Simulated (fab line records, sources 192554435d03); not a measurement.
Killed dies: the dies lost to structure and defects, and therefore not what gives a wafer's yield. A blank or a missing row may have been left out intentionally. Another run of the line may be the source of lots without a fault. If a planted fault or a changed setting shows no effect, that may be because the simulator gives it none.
fab line records ; flow n5_finfet
[record] lots = 5; wafers = 14; last_day = 17
route steps=1938 shown BEOL_M15@1812 PASSIVATION@1936
lots untouched by any fault: they come from a run of this same line in which no faults occurred
start_h: the number of hours between the record's first day and the start of the first shown wafer of the lot ; wait_h: hours since the lot's step before ; " identical to the entry in the row above ; L1.1+2: a row that stands for several wafers ; - no value, or no start was given ; * or withheld: withheld ; < > ~ a bound
route shown NAME@n: NAME is a module with steps in the file, n the number in the route of the first one ; usual: the fault-free wafers' mean and standard deviation ; same: alike in all rows ; chamber/n: place in a boat ; sites: per-site readings ; _std_site: how widely they spread, as a standard deviation ; _edge_site: the outer-site mean with the inner-site mean subtracted ; radius_mm: how far each site lies from the wafer's centre ; mask NAME#n: copy n ; behind: the last tool/chamber to shape the wafer ; hold: why the lot went on hold/how many hours it stayed there/how the hold came to an end ; device: whichever transistor did not switch (one of n, p or np) ; end of line: at the end of the route, the tests of the same wafers ; for a step that has no rows: nothing shown but its recipe ; killed: count of dies lost to structure and defects at first sort (not the wafer's yield) ; map: a wafer's dies, x killed, . not, _ none there
set.NAME: the setting that was run; set.NAME@STEP: the one run at that earlier step ; model.NAME: the simulator's own value behind a step, which no gauge read
a table for each step, a row for each wafer; lots at some steps of the route
services: the hour from which a tool's chamber was out of use, counted from the record's first day as start_h (under 0 if before that day), plus the number of hours and why
[[steps]]
[step N5_BEOL_M15_STRIP_62]
[recipe] chemistry = O2; power_w = 600; temp_c = 60; pressure_mtorr = 30; rf_frequency_hz = 6e+07; bias_power_w = 0; overash_fraction = 0.3; o2_flow_sccm = 225
[usual] drypump_motor_current_A = 5.7/0.37; oes_product_au = 0.79/0.07; rf_vpp_V = 3.7/0.49; showerhead_plenum_p_Torr = 2.10/0.045; throttle_valve_pct = 16.62/0.22
lot.wafer;tool;chamber;start_h;wait_h;drypump_motor_current_A;oes_product_au;rf_hours_counter_h;rf_vpp_V;showerhead_plenum_p_Torr;throttle_valve_pct
L726.2;rie_diel-01;3;-;-;5.1;0.95;16;2.9;2.14;16.31
L726.4;rie_diel-01;1;-;-;5.7;0.82;97;4.5;2.12;16.64
L726.5;rie_diel-01;1;-;-;5.7;0.82;-;4.7;2.12;16.67
L734.1;rie_diel-05;2;-;-;5.0;0.86;50;3.8;2.14;16.15
L734.4;rie_diel-05;3;-;-;5.4;0.72;198;3.6;2.08;17.22
L734.5;rie_diel-05;2;-;-;5.0;0.86;-;3.0;2.14;16.14
L740.2;rie_diel-05;3;-;-;5.5;0.71;209;3.8;2.08;17.22
L740.6;rie_diel-05;0;-;-;5.7;0.94;-;4.2;2.07;16.67
L746.3;rie_diel-03;2;-;-;5.5;0.69;201;3.3;2.08;16.70
L746.4;rie_diel-03;2;-;-;5.5;0.70;-;4.2;2.08;16.69
L746.5;rie_diel-03;3;-;-;6.2;0.80;-;2.6;2.12;16.65
L749.3;rie_diel-01;3;-;-;5.2;0.86;66;3.9;2.12;16.42
L749.4;rie_diel-01;1;-;-;5.7;0.78;140;4.0;2.11;16.71
L749.6;rie_diel-01;1;-;-;5.7;0.78;-;3.2;2.11;16.73
[step N5_BEOL_M15_STRIP_37]
[recipe] chemistry = O2; power_w = 600; temp_c = 60; pressure_mtorr = 30; rf_frequency_hz = 6e+07; bias_power_w = 0; overash_fraction = 0.3; o2_flow_sccm = 225
[usual] drypump_motor_current_A = 5.7/0.37; oes_product_au = 0.79/0.069; rf_vpp_V = 3.6/0.7; showerhead_plenum_p_Torr = 2.10/0.045; throttle_valve_pct = 16.62/0.22
lot.wafer;tool;chamber;start_h;wait_h;drypump_motor_current_A;oes_product_au;rf_hours_counter_h;rf_vpp_V;showerhead_plenum_p_Torr;throttle_valve_pct
L726.2;rie_diel-01;3;-;-;5.2;0.94;16;3.3;2.14;16.33
L726.4;rie_diel-01;1;-;-;5.7;0.83;97;4.6;2.12;16.65
L726.5;rie_diel-01;1;-;-;5.7;0.81;-;3.7;2.12;16.63
L734.1;rie_diel-05;2;-;-;5.0;0.86;50;2.9;2.14;16.14
L734.4;rie_diel-05;3;-;-;5.4;0.72;198;3.2;2.08;17.21
L734.5;rie_diel-05;2;-;-;5.0;0.85;-;2.8;2.14;16.16
L740.2;rie_diel-05;3;-;-;5.4;0.70;209;3.3;2.08;17.24
L740.6;rie_diel-05;0;-;-;5.7;0.94;-;3.4;2.07;16.65
L746.3;rie_diel-03;2;-;-;5.5;0.70;201;3.1;2.08;16.72
L746.4;rie_diel-03;2;-;-;5.4;0.70;-;3.6;2.08;16.73
L746.5;rie_diel-03;3;-;-;6.2;0.79;-;4.1;2.12;16.66
L749.3;rie_diel-01;3;-;-;5.2;0.87;66;2.8;2.12;16.41
L749.4;rie_diel-01;1;-;-;5.7;0.78;140;3.9;2.11;16.74
L749.6;rie_diel-01;1;-;-;5.7;0.78;-;3.7;2.11;16.72
[step N5_BEOL_M15_ETCH_38]
[recipe] chemistry = CF4/N2; target = SiCN; target_depth_a = 1064; taper_deg = 2; time_s = 120.5; ion_energy_ev = 150; mask_material = SiO2; pressure_mtorr = 40; source_w = 430; bias_w = 70; Ar_flow_sccm = 100; cf4_flow_sccm = 60; n2_flow_sccm = 60
[usual] drypump_motor_current_A = 5.7/0.38; oes_product_au = 0.79/0.072; rf_vpp_V = 382.3/1.3; showerhead_plenum_p_Torr = 2.20/0.046; throttle_valve_pct = 15.38/0.22
lot.wafer;tool;chamber;start_h;wait_h;drypump_motor_current_A;oes_product_au;rf_hours_counter_h;rf_vpp_V;showerhead_plenum_p_Torr;throttle_valve_pct
L726.2;rie_diel-01;3;-;-;5.1;0.96;16;383.0;2.25;15.09
L726.4;rie_diel-01;1;-;-;5.7;0.82;97;383.4;2.23;15.38
L726.5;rie_diel-01;1;-;-;5.7;0.82;-;382.5;2.23;15.40
L734.1;rie_diel-05;2;-;-;5.0;0.86;50;382.9;2.24;14.90
L734.4;rie_diel-05;3;-;-;5.4;0.73;198;383.4;2.19;15.96
L734.5;rie_diel-05;2;-;-;5.0;0.86;-;383.9;2.24;14.88
L740.2;rie_diel-05;3;-;-;5.4;0.73;209;383.2;2.19;15.99
L740.6;rie_diel-05;0;-;-;5.7;0.94;-;382.0;2.17;15.37
L746.3;rie_diel-03;2;-;-;5.4;0.70;201;380.4;2.19;15.53
L746.4;rie_diel-03;2;-;-;5.4;0.70;-;382.0;2.19;15.51
L746.5;rie_diel-03;3;-;-;6.2;0.80;-;382.8;2.22;15.37
L749.3;rie_diel-01;3;-;-;5.1;0.86;66;383.3;2.24;15.20
L749.4;rie_diel-01;1;-;-;5.7;0.77;140;382.8;2.21;15.49
L749.6;rie_diel-01;1;-;-;5.7;0.76;-;382.4;2.21;15.47
[step N5_BEOL_M15_PRECLEAN_39]
[recipe] chemistry = residue_remover; time_s = 60; temp_c = 40
[step N5_BEOL_M15_SRD_40]
[recipe] time_s = 30; temp_c = 23; rinse_liquid = diw; dry = n2_spin; spin_rpm = 1500; dry_time_s = 30
[step N5_BEOL_M15_DEGAS_41]
[recipe] ambient = vacuum; temp_c = 300; time_s = 60
[step N5_BEOL_M15_PRE_CLEAN_42]
[recipe] gas = H2/He; time_s = 30; temp_c = 300
[step N5_BEOL_M15_SPUTTER_43]
[recipe] material = TaN; target_thk_a = 150; temp_c = 50; bias_v = 168.6; power_w = 15000; chamber_pressure_pa = 0.12; time_s = 24.19
[step N5_BEOL_M15_SPUTTER_44]
[recipe] material = Ta; target_thk_a = 150; temp_c = 50; bias_v = 80; power_w = 15000; chamber_pressure_pa = 0.07; time_s = 24.19
[usual] throttle_valve_pct = 30.1/0.39
lot.wafer;tool;chamber;start_h;wait_h;throttle_valve_pct
L726.2;pvd_sputter-01;-;247.67;0.0;30.0
L726.4;pvd_sputter-01;-;247.67;0.0;29.8
L726.5;pvd_sputter-01;-;247.67;0.0;29.7
L734.1;pvd_sputter-03;-;306.12;0.0;30.3
L734.4;pvd_sputter-03;-;306.12;0.0;30.5
L734.5;pvd_sputter-03;-;306.12;0.0;29.9
L740.2;pvd_sputter-02;-;342.93;0.0;29.6
L740.6;pvd_sputter-02;-;342.93;0.0;29.7
L746.3;pvd_sputter-01;-;377.33;0.0;29.7
L746.4;pvd_sputter-01;-;377.33;0.0;29.8
L746.5;pvd_sputter-01;-;377.33;0.0;30.3
L749.3;pvd_sputter-02;-;385.11;0.0;30.3
L749.4;pvd_sputter-02;-;385.11;0.0;29.9
L749.6;pvd_sputter-02;-;385.11;0.0;30.2
[step N5_BEOL_M15_SPUTTER_45]
[recipe] material = Cu; target_thk_a = 1000; temp_c = -20; bias_v = 60; power_w = 26000; chamber_pressure_pa = 0.13; time_s = 16.67
[usual] chuck_sensor_temp_C = -16.2/0.75; throttle_valve_pct = 30.0/0.42
lot.wafer;tool;chamber;start_h;wait_h;chuck_sensor_temp_C;throttle_valve_pct
L726.2;pvd_sputter-01;-;247.75;0.0;-15.8;29.9
L726.4;pvd_sputter-01;-;247.75;0.0;-16.8;29.4
L726.5;pvd_sputter-01;-;247.75;0.0;-16.9;29.9
L734.1;pvd_sputter-03;-;306.20;0.0;-15.8;30.0
L734.4;pvd_sputter-03;-;306.20;0.0;-15.6;30.6
L734.5;pvd_sputter-03;-;306.20;0.0;-15.8;30.1
L740.2;pvd_sputter-02;-;343.01;0.0;-18.2;29.5
L740.6;pvd_sputter-02;-;343.01;0.0;-18.3;29.3
L746.3;pvd_sputter-01;-;377.41;0.0;-17.1;29.6
L746.4;pvd_sputter-01;-;377.41;0.0;-15.7;29.9
L746.5;pvd_sputter-01;-;377.41;0.0;-15.7;30.7
L749.3;pvd_sputter-02;-;385.19;0.0;-16.0;30.8
L749.4;pvd_sputter-02;-;385.19;0.0;-18.2;29.3
L749.6;pvd_sputter-02;-;385.19;0.0;-16.3;30.1
[step N5_BEOL_M15_ECD_47]
[recipe] material = Cu; target_thk_a = 18600
[step N5_BEOL_M15_ANNEAL_48]
[recipe] temp_c = 225; time_s = 90; ambient = N2
[step N5_BEOL_M15_CMP_49]
[recipe] stop_on = SiO2; t_overpolish_s = 4.9; down_force_psi = 2; platen_rpm = 80; clearing_platen_down_force_psi = 2; clearing_platen_rpm = 80; post_cmp_clean = cu_alkaline; target_thk_nm = 850; clearing_platen_pad_velocity_m_s = 1.5917; pad_velocity_m_s = 1.5917
[usual] barrier_field_endpoint_s = 11.38/0.28; motor_current_A = 8.0/0.46; overpolish_run_s = 4.901/0.0092; retaining_ring_pressure_frac = 1.000/0.0045
lot.wafer;tool;chamber;start_h;wait_h;barrier_field_endpoint_s;motor_current_A;overpolish_run_s;retaining_ring_pressure_frac
L726.4;cmp-04;1;248.45;0.2;11.62;8.8;4.884;1.004
L726.2;cmp-04;2;248.45;0.2;11.79;8.7;4.890;0.994
L726.5;cmp-04;0;248.45;0.2;11.82;7.7;4.905;0.996
L734.4;cmp-03;1;306.90;0.2;11.75;7.8;4.889;1.002
L734.1;cmp-03;2;306.90;0.2;11.98;8.1;4.899;0.996
L734.5;cmp-03;1;306.90;0.2;11.56;8.0;4.910;1.006
L740.2;cmp-03;3;343.67;0.2;6.41;8.3;4.912;1.004
L740.6;cmp-03;0;343.67;0.2;6.29;7.4;4.896;0.990
L746.3;cmp-01;3;383.46;0.4;11.38;7.6;4.901;1.001
L746.4;cmp-01;0;383.46;0.4;11.65;8.0;4.902;0.994
L746.5;cmp-01;1;383.46;0.4;11.14;8.6;4.901;1.003
L749.4;cmp-04;1;387.84;0.2;11.02;8.0;4.899;1.002
L749.3;cmp-04;2;387.84;0.2;11.25;8.8;4.889;0.995
L749.6;cmp-04;1;387.84;0.2;10.98;7.7;4.910;0.997
[step N5_PASSIVATION_PROBE_49]
[usual] defect_limited_yield = 91.3/1.3; killed_at_M0_to_M3 = 33/8.9; killed_at_M4_up = 15/5.4; killed_at_contacts = 13/5.8; killed_at_front_end = 39/9.9; killed_at_other = 3.2/2.9; killed_dies = 102/15; killed_open = 68/12; killed_short = 34/7.6; sort_bin_5_function = 5.1/0.89; sort_bin_6_memory = 3.2/0.63; sort_n_pass = 1078/15; sort_yield_pct = 91.3/1.3
[same] gross_dies = 1180; killed_at_back_side = 0; sort_bin_4_leakage[%] = 0; sort_bin_8_speed[%] = 0
lot.wafer;tool;chamber;start_h;wait_h;defect_limited_yield[%];killed_at_M0_to_M3;killed_at_M4_up;killed_at_contacts;killed_at_front_end;killed_at_other;killed_dies;killed_open;killed_short;sort_bin_5_function[%];sort_bin_6_memory[%];sort_n_pass;sort_yield_pct[%]
L726.2;prober-01;-;263.06;0.1;90.7;48;19;12;25;6;110;84;26;5.4;3.8;1070;90.7
L726.4;prober-01;-;263.16;0.2;93.1;34;16;4;24;3;81;55;26;4.5;2.1;1099;93.1
L726.5;prober-01;-;263.21;0.2;92.5;29;12;12;34;2;89;60;29;4.5;2.7;1091;92.5
L734.1;prober-01;-;324.70;0.0;90.3;50;21;14;29;0;114;81;32;5.5;3.7;1066;90.3
L734.4;prober-01;-;324.85;0.2;91.5;38;25;11;24;2;100;77;22;5.3;2.6;1080;91.5
L734.5;prober-01;-;324.90;0.2;93.1;28;16;11;24;2;81;52;29;3.3;3.2;1099;93.1
L740.2;prober-02;-;357.25;0.1;91.6;34;16;8;37;4;99;53;44;5.8;2.3;1081;91.6
L740.6;prober-02;-;357.45;0.3;92.8;24;19;6;34;2;85;50;35;4.2;2.8;1095;92.8
L746.3;prober-02;-;396.71;0.1;91.4;45;10;9;33;4;101;60;41;5.3;3.1;1079;91.4
L746.4;prober-02;-;396.76;0.2;90.7;40;17;19;23;11;110;77;33;4.9;4.2;1070;90.7
L746.5;prober-02;-;396.81;0.2;90.1;49;14;11;42;1;117;82;35;6.1;3.6;1063;90.1
// killed by level:class
L726.2 BEOL_M0_SAQP:geometric_particle:open=20 BEOL_M4:geometric_particle:open=13 MOL_CONTACT_COAG:geometric_particle:open=10 BEOL_M0_SAQP:geometric_particle:short=9 BEOL_M2:geometric_particle:open=6 FIN_SAQP:geometric_particle:open=5 FIN_SAQP:geometric_particle:short=5 STI_FIN_REVEAL:geometric_particle:open=4
L726.4 BEOL_M0_SAQP:geometric_particle:short=11 BEOL_M4:geometric_particle:open=8 BEOL_M2:geometric_particle:open=8 FIN_SAQP:geometric_particle:open=6 FIN_SAQP:geometric_particle:short=5 STI_FIN_REVEAL:geometric_particle:open=5 BEOL_M0_SAQP:geometric_particle:open=5 MOL_CONTACT_COAG:geometric_particle:open=4
L726.5 FIN_SAQP:geometric_particle:open=11 MOL_CONTACT_COAG:geometric_particle:open=9 BEOL_M0_SAQP:geometric_particle:open=8 BEOL_M3:geometric_particle:open=6 STI_FIN_REVEAL:geometric_particle:open=6 BEOL_M4:geometric_particle:open=6 BEOL_M0_SAQP:geometric_particle:short=6 FIN_SAQP:geometric_particle:short=5
L734.1 BEOL_M0_SAQP:geometric_particle:open=17 MOL_CONTACT_COAG:geometric_particle:open=14 STI_FIN_REVEAL:geometric_particle:open=11 BEOL_M3:geometric_particle:open=11 BEOL_M0_SAQP:geometric_particle:short=9 BEOL_M4:geometric_particle:open=7 BEOL_M1:geometric_particle:open=5 FIN_CUT:geometric_particle:short=4
L734.4 MOL_CONTACT_COAG:geometric_particle:open=10 BEOL_M4:geometric_particle:open=10 BEOL_M0_SAQP:geometric_particle:short=8 BEOL_M0_SAQP:geometric_particle:open=8 BEOL_M2:geometric_particle:open=8 BEOL_M0:geometric_particle:open=5 STARTING-WAFER:geometric_particle:open=5 FIN_SAQP:geometric_particle:open=4
L734.5 BEOL_M1:geometric_particle:open=10 MOL_CONTACT_COAG:geometric_particle:open=8 DUMMY_GATE:geometric_particle:open=7 STI_FIN_REVEAL:geometric_particle:open=5 BEOL_M4:geometric_particle:short=5 BEOL_M0_SAQP:geometric_particle:short=4 BEOL_M2:geometric_particle:open=4 STARTING-WAFER:geometric_particle:open=4
L740.2 BEOL_M0_SAQP:geometric_particle:short=11 FIN_SAQP:geometric_particle:short=8 MOL_CONTACT_COAG:geometric_particle:open=7 GATE_CUT:geometric_particle:short=6 BEOL_M4:geometric_particle:open=6 GATE_CUT:geometric_particle:open=5 STI_FIN_REVEAL:geometric_particle:open=4 BEOL_M0_SAQP:geometric_particle:open=4
L740.6 GATE_CUT:geometric_particle:short=7 GATE_CUT:geometric_particle:open=7 BEOL_M0_SAQP:geometric_particle:short=7 BEOL_M0_SAQP:geometric_particle:open=5 BEOL_M4:geometric_particle:open=5 BEOL_M5:geometric_particle:open=5 FIN_SAQP:geometric_particle:short=4 BEOL_M0:geometric_particle:open=4
L746.3 BEOL_M0_SAQP:geometric_particle:short=16 FIN_SAQP:geometric_particle:open=13 MOL_CONTACT_COAG:geometric_particle:open=7 BEOL_M0_SAQP:geometric_particle:open=7 BEOL_M1:geometric_particle:open=7 BEOL_M3:geometric_particle:open=6 BEOL_M0:geometric_particle:short=4 STARTING-WAFER:geometric_particle:short=4
L746.4 MOL_CONTACT_COAG:geometric_particle:open=16 BEOL_M0_SAQP:geometric_particle:short=8 BEOL_M0_SAQP:geometric_particle:open=8 BEOL_M1:geometric_particle:open=8 BEOL_M4:geometric_particle:open=7 BEOL_M3:geometric_particle:open=6 DUMMY_GATE:geometric_particle:open=5 BEOL_M2:geometric_particle:open=4
L746.5 BEOL_M1:geometric_particle:open=12 MOL_CONTACT_COAG:geometric_particle:open=9 FIN_SAQP:geometric_particle:open=8 FIN_SAQP:geometric_particle:short=7 BEOL_M3:geometric_particle:open=7 BEOL_M2:geometric_particle:open=7 BEOL_M0_SAQP:geometric_particle:short=6 BEOL_M0_SAQP:geometric_particle:open=6
[[services]]
tool;chamber;start_h;hours;kind
rie_diel-01;-;232.90;2.8;pm
cmp-04;-;242.97;1.0;repair
rie_diel-03;2;248.66;32.5;repair
cmp-04;-;250.39;14.2;pm
rie_diel-05;-;255.94;4.4;repair
rie_diel-03;3;261.12;1.6;repair
rie_diel-05;0;261.54;-;clean
rie_diel-05;0;261.54;-;consumable_replace:focus_ring
rie_diel-05;0;261.54;20.1;scheduled_down
rie_diel-05;0;261.54;20.1;vent_cycle
rie_diel-05;-;265.35;34.4;repair
cmp-04;-;276.82;1.1;repair
cmp-01;-;326.51;0.5;repair
pvd_sputter-03;-;338.38;2.8;repair
cmp-03;-;346.73;4.0;pm
rie_diel-03;1;349.49;7.0;repair
cmp-01;-;349.86;1.8;repair
cmp-03;-;350.73;-;consumable_replace:conditioner
cmp-01;-;352.65;1.2;repair
rie_diel-05;3;353.07;7.0;repair
cmp-03;-;358.81;4.6;pm
cmp-03;-;377.26;1.0;repair
cmp-03;-;385.83;19.8;repair
cmp-01;-;387.73;4.0;pm
[[key]]
[first_sign] step = N5_BEOL_M15_CMP_49; reading = barrier_field_endpoint_s; direction = down; sigmas = 18; usual = 11.38; struck = 6.35
effect none on later readings
met_at N5_BEOL_M15_CMP_49
struck_wafers L740.2,L740.6
onset_between 306.90 343.67
[fault] kind = process_parameter_drift; tool = cmp-03; chamber = -; onset_h = 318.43; steps = N5_BEOL_M15_CMP_49; channel = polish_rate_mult; offset = 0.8; shape = step; end_h = 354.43; scope = struck_wafers_only
